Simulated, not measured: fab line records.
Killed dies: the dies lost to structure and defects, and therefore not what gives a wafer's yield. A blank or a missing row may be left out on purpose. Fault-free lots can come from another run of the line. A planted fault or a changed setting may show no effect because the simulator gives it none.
Matching of chambers | flow nandHarc | NHARC_A_CHANNEL_FILL_D1_ALD_14 on aldHk-04: 4 sister chambers
The step deposits SiO2, target thk 2.5 nm, pulse time 10 s, ald cycles 25. 8 wafers are shown with their chamber, then 9 later ones without.

== WAFERS PAIRED WITH THEIR CHAMBERS ==
wafer  | chamber | heaterPowerW (W) | precursorPulseHeightRel
L078.1 | 3       | 508              | 0.995
L084.4 | 3       | 520              | 1.001
L086.2 | 2       | 494              | 1.027
L086.3 | 0       | 515              | 0.970
L086.6 | 2       | 501              | 0.984
L089.2 | 0       | 509              | 1.021
L089.4 | 1       | 380              | 0.987
L089.5 | 1       | 378              | 0.969

== WAFERS WITH NO CHAMBER GIVEN ==
wafer  | heaterPowerW (W) | precursorPulseHeightRel
L090.2 | 514              | 1.004
L090.5 | 500              | 1.032
L090.6 | 380              | 1.026
L094.1 | 508              | 1.010
L094.2 | 514              | 1.015
L094.3 | 513              | 0.997
L095.2 | 522              | 0.979
L095.3 | 391              | 0.988
L095.6 | 519              | 1.006

== THE CHAMBER EACH PASSED THROUGH ==
wafer  | from the rows above          | in truth
L090.2 | can't be placed: 3 or 0      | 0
L090.5 | can't be placed: 2 or 0 or 3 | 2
L090.6 | 1                            | 1
L094.1 | can't be placed: 0 or 3 or 2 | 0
L094.2 | can't be placed: 3 or 0      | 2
L094.3 | can't be placed: 3 or 0      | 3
L095.2 | can't be placed: 3 or 0      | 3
L095.3 | 1                            | 1
L095.6 | can't be placed: 3 or 0      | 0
2 of 9 placed correctly. Cannot be placed on the basis of these rows: 7; the candidates contain the true chamber in 6. Placed wrongly: 0.
How it was worked out, from the rows above alone: a wafer's distance from a chamber is the root of the sum, over the readings, of the square of ((its reading less the chamber's mean) divided by the reading's scatter). The wafer belongs to the nearest chamber; if the next one is less than 2 further off, it can't be placed. A chamber's mean is the mean of its shown wafers. The scatter: the root of (the sum of the squares of (reading less its chamber's mean) over the shown wafers, divided by (wafers less chambers)).
